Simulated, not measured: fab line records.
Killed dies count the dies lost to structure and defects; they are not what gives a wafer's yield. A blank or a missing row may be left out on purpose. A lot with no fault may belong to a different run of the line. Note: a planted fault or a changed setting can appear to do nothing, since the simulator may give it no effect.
fab line records -- flow n5_finfet
record: lots: 5, wafers: 15, last_day: 18
route steps=1938 shown MOL_CONTACT_COAG@607 BEOL_M0_SAQP@632 PASSIVATION@1936
lots that met no fault: taken from a fault-free run of the same line
start_h: start of the lot's first displayed wafer, in hours after the record's first day -- wait_h: hours from the lot's prior step to this one -- " same as the row above -- L1.1+2: one row covering several wafers at once -- - value missing, or start not given -- * or withheld: withheld -- < > ~ a bound
route shown NAME@n: names a module that has steps shown in the file, with the first one's number in the route -- usual: the fault-free wafers' mean and standard deviation -- same: alike in all rows -- chamber/n: place in a boat -- sites: each site's reading -- _std_site: standard deviation of those values -- _edge_site: outer sites' mean less inner sites' -- radius_mm: how far each site lies from the wafer's centre -- mask NAME#n: copy n -- behind: the tool/chamber that last shaped the wafer -- hold: what put the lot on hold/how long, in hours/how the hold closed -- device: the transistor (n, p or np) that didn't switch -- end of line: the tests these same wafers got at the end of their route -- where a step has no rows: the recipe by itself -- killed: count of dies lost to structure and defects at first sort (not the wafer's yield) -- map: shows each die of a wafer: x if killed, . if not, _ if none is there
set.NAME: the setting as run; set.NAME@STEP: as run at that earlier step -- model.NAME: the simulator's own value behind a step, which no gauge read
lots at some steps of the route; a table a step, a row a wafer
services: the hour from which a tool's chamber was out of use, counted from the record's first day as start_h (under 0 if before that day), plus the number of hours and why
== steps ==
step: N5_MOL_CONTACT_COAG_ETCH_66
recipe: chemistry: CF4, target: SiARC, target_depth_a: 130, mask_material: CAR-EUV, time_s: 21.7, ion_energy_ev: 80, pressure_mtorr: 40, source_w: 545, bias_w: 36, Ar_flow_sccm: 100, cf4_flow_sccm: 100, ends: cleared
step: N5_MOL_CONTACT_COAG_ALD_133
recipe: material: SiO2, target_thk_a: 50, temp_c: 100, ald_precursor_family: BDEAS, ald_co_reactant: O2-plasma, pulse_time_s: 1, co_reactant_pulse_time_s: 1, purge_time_s: 2, co_reactant_purge_time_s: 2, ald_cycles: 35, pressure_torr: 2
step: N5_MOL_CONTACT_COAG_ETCHBACK_134
recipe: chemistry: CHF3, target: SiO2, target_depth_a: 100, time_s: 6.7, ion_energy_ev: 200, pressure_mtorr: 30, source_w: 610, bias_w: 170, Ar_flow_sccm: 200, CHF3_flow_sccm: 50
step: N5_MOL_CONTACT_COAG_ETCH_67
recipe: chemistry: N2/H2, target: SOC, target_depth_a: 600, overetch_a: 210, mask_material: SiARC, temp_c: 40, time_s: 101.2, ion_energy_ev: 200, pressure_mtorr: 30, source_w: 840, bias_w: 150, n2_flow_sccm: 200, h2_flow_sccm: 200
step: N5_MOL_CONTACT_COAG_STRIP_68
recipe: chemistry: N2/H2, temp_c: 40, n2_flow_sccm: 200, h2_flow_sccm: 200, rf_frequency_hz: 6e+07
step: N5_MOL_CONTACT_COAG_STRIP_69
recipe: chemistry: N2/H2, temp_c: 40, n2_flow_sccm: 200, h2_flow_sccm: 200, rf_frequency_hz: 6e+07
step: N5_MOL_CONTACT_COAG_ETCHBACK_136
recipe: chemistry: CHF3, target: SiO2, target_depth_a: 250, time_s: 16.7, ion_energy_ev: 200, pressure_mtorr: 30, source_w: 610, bias_w: 170, Ar_flow_sccm: 200, CHF3_flow_sccm: 50
step: N5_MOL_CONTACT_COAG_STRIP_120
recipe: chemistry: CHF3, resist: SiARC, rf_frequency_hz: 6e+07
step: N5_MOL_CONTACT_COAG_VIA_ETCH_117
recipe: chemistry: C4F6/O2, target_depth_a: 400, overetch_a: 80, mask_material: SOC, target: SiO2, bias_w: 455, pressure_mtorr: 10, time_s: 26, source_w: 325, Ar_flow_sccm: 300, C4F6_flow_sccm: 10, O2_flow_sccm: 10, ion_energy_ev: 575.3, ends: end_point
step: N5_MOL_CONTACT_COAG_ETCH_124
recipe: chemistry: CH3F/O2, target: SiNx, target_depth_a: 65, mask_material: SOC, stop_on: SiOC, over_etch_frac: 0.3, ion_energy_ev: 120, pressure_mtorr: 30, source_w: 395, bias_w: 73, Ar_flow_sccm: 150, CH3F_flow_sccm: 30, O2_flow_sccm: 20, ends: end_point
step: N5_MOL_CONTACT_COAG_ETCH_48
recipe: chemistry: C4F6/O2, target_depth_a: 150, overetch_a: 45, mask_material: SOC, target: SiOC, bias_w: 465, pressure_mtorr: 10, time_s: 17, source_w: 335, Ar_flow_sccm: 300, C4F6_flow_sccm: 10, O2_flow_sccm: 10, ion_energy_ev: 576
step: N5_MOL_CONTACT_COAG_STRIP_72
recipe: chemistry: N2/H2, power_w: 450, temp_c: 40, pressure_mtorr: 20, rf_frequency_hz: 6e+07, overash_fraction: 3, bias_power_w: 7, h2_frac: 0.5, n2_flow_sccm: 200, h2_flow_sccm: 200
step: N5_MOL_CONTACT_COAG_STRIP_49
recipe: chemistry: N2/H2, time_s: 30, power_w: 1000, temp_c: 250, pressure_mtorr: withheld, n2_flow_sccm: 1750, h2_flow_sccm: 3250
usual: drypump_motor_current_A: 5.7/0.41, h2_flow_sccm: 3249/9.1, heater_power_w: 358/24
lot.wafer,tool,chamber,start_h,wait_h,drypump_motor_current_A,h2_flow_sccm,heater_power_w,rf_hours_counter_h
L427.3,plasma_asher-02,0,142.09,-,5.2,3251,368,-
L427.5,plasma_asher-02,0,142.09,-,5.2,3244,368,-
L427.6,plasma_asher-02,1,142.09,-,5.8,3251,321,-
L431.2,plasma_asher-02,0,168.81,-,5.1,3250,359,96
L431.4,plasma_asher-02,0,168.81,-,5.1,3252,368,-
L431.6,plasma_asher-02,1,168.81,-,5.8,3258,323,-
L432.2,plasma_asher-02,0,178.29,-,5.2,3254,367,98
L432.4,plasma_asher-02,0,178.29,-,5.1,3272,366,-
L432.5,plasma_asher-02,1,178.29,-,5.7,3251,323,-
L433.1,plasma_asher-02,0,178.82,-,5.1,3250,360,98
L433.3,plasma_asher-02,1,178.82,-,5.7,3242,314,-
L433.4,plasma_asher-02,0,178.82,-,5.1,3264,359,-
L442.1,plasma_asher-01,1,235.87,-,6.2,3250,383,78
L442.2,plasma_asher-01,0,235.87,-,5.5,3247,354,78
L442.3,plasma_asher-01,0,235.87,-,5.5,3247,354,-
step: N5_MOL_CONTACT_COAG_PRECLEAN_138
recipe: chemistry: alkaline_clean, temp_c: 60, time_s: 60, do_ppb: 50
step: N5_MOL_CONTACT_COAG_SRD_139
recipe: dry: ipa_marangoni, time_s: 30, temp_c: 23, rinse_liquid: diw
step: N5_MOL_CONTACT_COAG_PRE_CLEAN_121
recipe: gas: H2/He, time_s: *, temp_c: withheld
step: N5_MOL_CONTACT_COAG_CVD_140
recipe: material: W, target_thk_a: 665, mode: selective_fill, temp_c: 300, time_s: 215
step: N5_MOL_CONTACT_COAG_PRECLEAN_127
recipe: chemistry: DIW, time_s: 57.5, temp_c: 23
step: N5_MOL_CONTACT_COAG_SRD_128
recipe: dry_time_s: 32, dry: n2_spin, spin_rpm: 1500
step: N5_MOL_CONTACT_COAG_CMP_52
recipe: stop_on: SiO2, t_overpolish_s: 1.5, post_cmp_clean: w_dilute_nh4oh, down_force_psi: 4, platen_rpm: 50.289, pad_velocity_m_s: 1.0006, target_thk_nm: 66.5
step: N5_MOL_CONTACT_COAG_ANNEAL_112
recipe: temp_c: 400, time_s: 1800, ambient: HPD2, pressure_atm: 10
step: N5_BEOL_M0_SAQP_PECVD_00
recipe: material: SiCN, target_thk_a: 80, temp_c: withheld, precursor: 3MS/NH3, pressure_torr: 3, rf_w: 202, time_s: 14
step: N5_BEOL_M0_SAQP_ILD_DEP_01
recipe: material: SiOC, target_thk_a: 454.19, temp_c: 350, precursor: DEMS/O2, pressure_torr: 5, rf_w: 500, time_s: 8.7
step: N5_BEOL_M0_SAQP_HM_DEP_02
recipe: material: TiN, target_thk_a: 120, temp_c: 25, chamber_pressure_pa: 0.49996
step: N5_BEOL_M0_SAQP_PECVD_03
recipe: material: SiCN, target_thk_a: 120, temp_c: withheld, precursor: 3MS/NH3, pressure_torr: 3, rf_w: 202, time_s: 21.1
step: N5_BEOL_M0_SAQP_PECVD_96
recipe: material: a-Si, target_thk_a: 450, temp_c: 350, precursor: SiH4/He, pressure_torr: 3, rf_w: 100, time_s: 45.2
step: N5_BEOL_M0_SAQP_PECVD_97
recipe: material: SiNx, target_thk_a: 230, temp_c: 350, precursor: SiH4/NH3/N2, pressure_torr: 1.5, rf_w: 300, time_s: 19.9
step: N5_BEOL_M0_SAQP_PECVD_04
recipe: material: a-Si, target_thk_a: 600, temp_c: 350, precursor: SiH4/He, pressure_torr: 3, rf_w: 100, time_s: 60.2
step: N5_BEOL_M0_SAQP_HM_DEP_111
recipe: material: SiO2, target_thk_a: 120, temp_c: 400, precursor: SiH4/N2O, pressure_torr: 0.75, rf_w: 275, time_s: 7.2
step: N5_BEOL_M0_SAQP_COAT_81
recipe: resist: SOC, temp_c: 250, time_s: 60, spin_rpm: 1500, resist_thk_nm: 100
step: N5_BEOL_M0_SAQP_COAT_82
recipe: resist: SiARC, temp_c: 220, time_s: 60, spin_rpm: 1500, resist_thk_nm: 30
step: N5_BEOL_M0_SAQP_COAT_08
recipe: resist: CAR-ArF, spin_rpm: 1500, resist_thk_nm: 90
step: N5_BEOL_M0_SAQP_EBR_10
recipe: solvent: PGMEA, ebr_width_mm: 1.5
step: N5_BEOL_M0_SAQP_SOFTBAKE_09
recipe: temp_c: 110, time_s: 60, resist: CAR-ArF
step: N5_BEOL_M0_SAQP_EXPOSE_11
recipe: mask_id: M0_CORE, na: 1.35, source_shape: dipole, sigma_inner: 0.538, sigma_outer: 0.738, polarization: te, target_cd_nm: 42, dose_mj: 55
step: N5_BEOL_M0_SAQP_PEB_12
recipe: peb_temp_c: withheld, peb_time_s: 60, resist: CAR-ArF
step: N5_BEOL_M0_SAQP_DEVELOP_13
recipe: develop_time_s: 30, developer: TMAH, resist: CAR-ArF, dev_temp_c: 23, rinse_liquid: diw, dry: air_spin
step: N5_PASSIVATION_PROBE_49
usual: killed_at_M0_to_M3: 32/11, killed_at_M4_up: 12/4.4, killed_at_contacts: 13/6.1, killed_at_front_end: 39/12, killed_at_other: 3.9/3, killed_dies: 100/17, killed_on_rim: 13/3.9, killed_open: 66/12, killed_short: 33/7.4
same: gross_dies: 1180, killed_at_back_side: 0
lot.wafer,tool,chamber,start_h,wait_h,killed_at_M0_to_M3,killed_at_M4_up,killed_at_contacts,killed_at_front_end,killed_at_other,killed_dies,killed_on_rim,killed_open,killed_short
L427.3,prober-01,-,322.74,0.1,51,12,16,24,8,111,12,74,36
L427.5,prober-01,-,322.84,0.2,47,7,13,20,5,92,10,63,27
L427.6,prober-01,-,322.89,0.3,23,7,19,20,5,74,13,50,23
L431.2,prober-01,-,347.97,0.1,40,9,120,31,0,200,21,63,34
L431.4,prober-01,-,348.07,0.2,45,13,126,18,0,202,28,70,30
L431.6,prober-01,-,348.17,0.3,51,21,95,32,3,202,36,75,41
L433.1,prober-02,-,349.25,0.0,11,14,107,21,0,153,16,29,17
L433.3,prober-02,-,349.35,0.1,37,14,95,22,1,169,29,61,28
L433.4,prober-02,-,349.40,0.2,38,14,111,24,2,189,21,56,29
L432.2,prober-02,-,353.66,0.1,31,14,111,43,6,205,23,76,26
L432.4,prober-02,-,353.76,0.2,28,4,115,27,8,182,20,39,34
L432.5,prober-02,-,353.81,0.2,32,9,86,45,11,183,29,74,31
killed by level:class
L427.3 BEOL_M0_SAQP:geometric_particle:short=13 BEOL_M3:geometric_particle:open=12 MOL_CONTACT_COAG:geometric_particle:open=12 BEOL_M0_SAQP:geometric_particle:open=10 BEOL_M2:geometric_particle:open=8 FIN_SAQP:geometric_particle:open=5 STI_FIN_REVEAL:geometric_particle:open=4 MOL_CONTACT_COAG:geometric_particle:short=4
L427.5 BEOL_M0_SAQP:geometric_particle:open=14 BEOL_M2:geometric_particle:open=13 BEOL_M0_SAQP:geometric_particle:short=11 MOL_CONTACT_COAG:geometric_particle:open=9 FIN_SAQP:geometric_particle:open=4 MOL_CONTACT_COAG:geometric_particle:short=4 BEOL_M3:geometric_particle:open=4 FIN_SAQP:geometric_particle:short=3
L427.6 MOL_CONTACT_COAG:geometric_particle:open=14 BEOL_M0_SAQP:geometric_particle:open=8 GATE_CUT:geometric_particle:short=5 MOL_CONTACT_COAG:geometric_particle:short=5 BEOL_M0:geometric_particle:open=5 STI_FIN_REVEAL:geometric_particle:open=4 BEOL_M0_SAQP:geometric_particle:short=4 GATE_CUT:geometric_particle:open=3
L431.2 MOL_CONTACT_COAG:unspecified=99 MOL_CONTACT_COAG:geometric_particle:open=14 STI_FIN_REVEAL:geometric_particle:open=10 BEOL_M0_SAQP:geometric_particle:open=10 BEOL_M3:geometric_particle:open=9 MOL_CONTACT_COAG:geometric_particle:short=7 BEOL_M2:geometric_particle:open=7 BEOL_M0_SAQP:geometric_particle:short=6
L431.4 MOL_CONTACT_COAG:unspecified=101 MOL_CONTACT_COAG:geometric_particle:open=19 BEOL_M0_SAQP:geometric_particle:short=14 STI_FIN_REVEAL:geometric_particle:open=10 BEOL_M2:geometric_particle:open=9 BEOL_M3:geometric_particle:open=8 BEOL_M0_SAQP:geometric_particle:open=8 BEOL_M4:geometric_particle:open=7
L431.6 MOL_CONTACT_COAG:unspecified=79 BEOL_M0_SAQP:geometric_particle:short=17 MOL_CONTACT_COAG:geometric_particle:open=13 BEOL_M4:geometric_particle:open=13 BEOL_M0_SAQP:geometric_particle:open=9 STI_FIN_REVEAL:geometric_particle:open=8 BEOL_M1:geometric_particle:open=8 BEOL_M2:geometric_particle:short=5
L433.1 MOL_CONTACT_COAG:unspecified=103 BEOL_M4:geometric_particle:open=6 STARTING-WAFER:geometric_particle:open=5 STI_FIN_REVEAL:geometric_particle:open=4 BEOL_M0_SAQP:geometric_particle:short=4 BEOL_M1:geometric_particle:open=3 MOL_CONTACT_COAG:geometric_particle:open=3 STARTING-WAFER:geometric_particle:short=3
L433.3 MOL_CONTACT_COAG:unspecified=79 MOL_CONTACT_COAG:geometric_particle:open=14 BEOL_M0_SAQP:geometric_particle:open=10 BEOL_M0_SAQP:geometric_particle:short=9 BEOL_M1:geometric_particle:open=7 BEOL_M4:geometric_particle:open=6 BEOL_M2:geometric_particle:open=5 DUMMY_GATE:geometric_particle:open=4
L433.4 MOL_CONTACT_COAG:unspecified=103 BEOL_M0_SAQP:geometric_particle:short=8 MOL_CONTACT_COAG:geometric_particle:open=7 BEOL_M0_SAQP:geometric_particle:open=7 BEOL_M4:geometric_particle:open=7 BEOL_M2:geometric_particle:open=6 BEOL_M1:geometric_particle:open=5 FIN_SAQP:geometric_particle:short=4
L432.2 MOL_CONTACT_COAG:unspecified=100 STI_FIN_REVEAL:geometric_particle:open=16 MOL_CONTACT_COAG:geometric_particle:open=10 BEOL_M0_SAQP:geometric_particle:short=9 BEOL_M1:geometric_particle:open=9 FIN_SAQP:geometric_particle:open=7 BEOL_M0_SAQP:geometric_particle:open=7 FIN_SAQP:geometric_particle:short=6
L432.4 MOL_CONTACT_COAG:unspecified=107 MOL_CONTACT_COAG:geometric_particle:open=6 BEOL_M0_SAQP:geometric_particle:short=6 BEOL_M0_SAQP:geometric_particle:open=6 BEOL_M2:geometric_particle:open=6 FIN_SAQP:geometric_particle:open=5 STI_FIN_REVEAL:geometric_particle:short=4 ILD0:geometric_particle:short=4
L432.5 MOL_CONTACT_COAG:unspecified=75 STI_FIN_REVEAL:geometric_particle:open=18 BEOL_M3:geometric_particle:open=12 MOL_CONTACT_COAG:geometric_particle:open=6 BEOL_M0_SAQP:geometric_particle:open=6 FIN_SAQP:geometric_particle:short=5 BEOL_M1:geometric_particle:open=5 ILD0:geometric_particle:open=4
map L431.4 (x killed, . not)
_________________.xxxxxxxx.x.________________
______________xxxxxxxxxx.x......_____________
___________...xxxxxxxxxxxxx.x...x..__________
__________....x.xxxxxxxxxx.x...x.x.._________
________....x.xxxxxxxxxxxx............_______
_______..x..x.xxxxxxxxxxx............x.______
______.....x..xxxxxxxxxx.xx.x..........._____
_____.....xx...xxxxxxx.x........x.x...xx.____
____x.......x.xx..xx.xxxx....x............___
___....x........xx.xxxxx..........x........__
___..x.............xx...x.....xx...........__
__.........................................x_
__...............x...x......x............xx._
_..............x...........x......x.....x....
_.............x..............................
_...............................xx........x..
_................x.................x.........
_.xx.............x.x.....xx..........x.......
_.........................x...x............x.
_.................x............xxx..x.......x
_..................x.....x.....x.............
__.........................................._
__.........x........x.x..............x......_
___...x.................x........x..xx...x.__
___..x......x..x.........................x.__
____..............x..................xx...___
_____.........x......xx...........x..x...____
______...........x.............x........_____
_______.................x.............x______
________...........................x.._______
__________.....xx..................._________
___________..x..x................x.__________
______________.......x.....x..x._____________
_________________.x....x.....________________
map L432.2 (x killed, . not)
_________________xxxxxx.xx.x.________________
______________.xxxxxxxxxxx.x...._____________
___________.x.x.xxxxxxxxx..x.......__________
__________..xxxxxxxxxxxxxxx......xx._________
________....x.xxxxxxxxxxxxxx.....x...._______
_______.....xxxxxxxxxxx..x.x...........______
______xx...x..xxx.xxxxxx.xx............._____
_____.........x..xxx.xxx.x...x..x........____
____...........xxxxxxx.........x..........___
___...........x....xx......................__
___......x.x...........x.xx...........x.x..__
__..............x..........................._
__......x.x.....x..........................._
_.................x............x.........xx..
_....x..x.x.....x...x................x...x.x.
_.......................x..x....x.....x......
_................x...............xx.x........
_..............x..x.......x......xx....xx....
_............x.............x.......xx........
_....................x....xx...........x.....
_..x..............x..............x......x....
__......................................x..._
__...........x....x.x.......x.xx............_
___.............x..........................__
___.x......................................__
____.............................x.x......___
_____..xxx...x.......x...x............x..____
______.........x.x.................x...._____
_______.x....x....x.x.............x.x..______
________....x.x...xx.x.............x.._______
__________.....x......x..x.........._________
___________.....x.............x....__________
______________.................._____________
_________________..x...x..x..________________
== services ==
tool,chamber,start_h,hours,kind
plasma_asher-01,-,148.73,0.3,repair
plasma_asher-01,-,155.41,2.2,repair
plasma_asher-01,-,201.50,0.9,repair
plasma_asher-02,-,205.23,9.1,repair
plasma_asher-01,-,228.72,2.8,pm
== key ==
first_sign: step: N5_PASSIVATION_PROBE_49, reading: killed_at_contacts, direction: up, sigmas: 15, usual: 13, struck: 107
effect: step: N5_PASSIVATION_PROBE_49, reading: killed_dies, direction: up, sigmas: 5.2, usual: 100, struck: 187
more_kills_born_at: N5_MOL_CONTACT_COAG_STRIP_49@plasma_asher-02: 845
met_at N5_MOL_CONTACT_COAG_STRIP_49
struck_wafers L431.2,L431.4,L431.6,L432.2,L432.4,L432.5,L433.1,L433.3,L433.4
tester_left_out L431,L432,L433
onset_between 142.09 168.81
fault: kind: chamber_particle_source, tool: plasma_asher-02, chamber: -, onset_h: 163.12, steps: N5_MOL_CONTACT_COAG_STRIP_49, rate_per_visit_cm2: 0.66979, end_h: 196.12
tester_left_out: of these lots the tester's yield and bins aren't shown, on N5 and GAA mostly nor the transistor test; their killed dies are dies lost to structure and defects alone, not to doping, threshold or leakage, so they don't give the yield
